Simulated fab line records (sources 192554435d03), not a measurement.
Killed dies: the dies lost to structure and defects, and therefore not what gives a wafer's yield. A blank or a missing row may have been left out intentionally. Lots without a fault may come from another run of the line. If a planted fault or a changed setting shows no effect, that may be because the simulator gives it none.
Chamber matching    flow n5Finfet    N5_BEOL_M1_CO_CAP_55 on cvdCo-01: 3 sister chambers
The step material Co, precursor CCTBA/H2, target thk 2 nm, time 102.1 s. 18 wafers are shown with their chamber, then 9 later ones without.

WAFERS WITH THEIR CHAMBER
wafer   chamber  heaterPowerW (W)
L080.1  2        219
L080.2  1        236
L080.4  2        221
L084.2  0        215
L084.4  1        242
L084.5  0        209
L085.1  0        209
L085.3  1        228
L085.5  1        242
L087.1  1        229
L087.4  2        221
L087.5  1        239
L090.4  2        222
L090.5  1        242
L090.6  0        217
L092.1  1        230
L092.2  0        210
L092.3  2        224

SIGNATURES, as means of the wafers listed above
reading       chamber 0  chamber 1  chamber 2  scatter within a chamber
heaterPowerW  212.00     236.00     221.40     4.73
Rule: distance of a wafer from a chamber = root of the sum over the readings of ((wafer's reading minus chamber's mean) / reading's scatter) squared. The wafer belongs to the nearest chamber; if the next one is less than 2 further off, it can't be placed. How the scatter is found: for the shown wafers, subtract from each reading the mean of its chamber, square and add these, divide the total by (wafers less chambers), then take the root.

WAFERS MISSING THEIR CHAMBER
wafer   heaterPowerW (W)
L092.4  213
L092.5  238
L092.6  223
L094.2  236
L094.4  213
L094.6  215
L095.1  203
L095.3  221
L095.5  220

EACH ONE'S CHAMBER
wafer   from the rows above      in truth
L092.4  can't be placed: 0 or 2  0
L092.5  1                        1
L092.6  can't be placed: 2 or 0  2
L094.2  1                        1
L094.4  can't be placed: 0 or 2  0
L094.6  can't be placed: 0 or 2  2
L095.1  can't be placed: 0 or 2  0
L095.3  can't be placed: 2 or 0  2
L095.5  can't be placed: 2 or 0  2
Placed correctly: 2 of 9. Cannot be placed on the basis of these rows: 7; the candidates contain the true chamber in 7. Wrongly placed: 0.
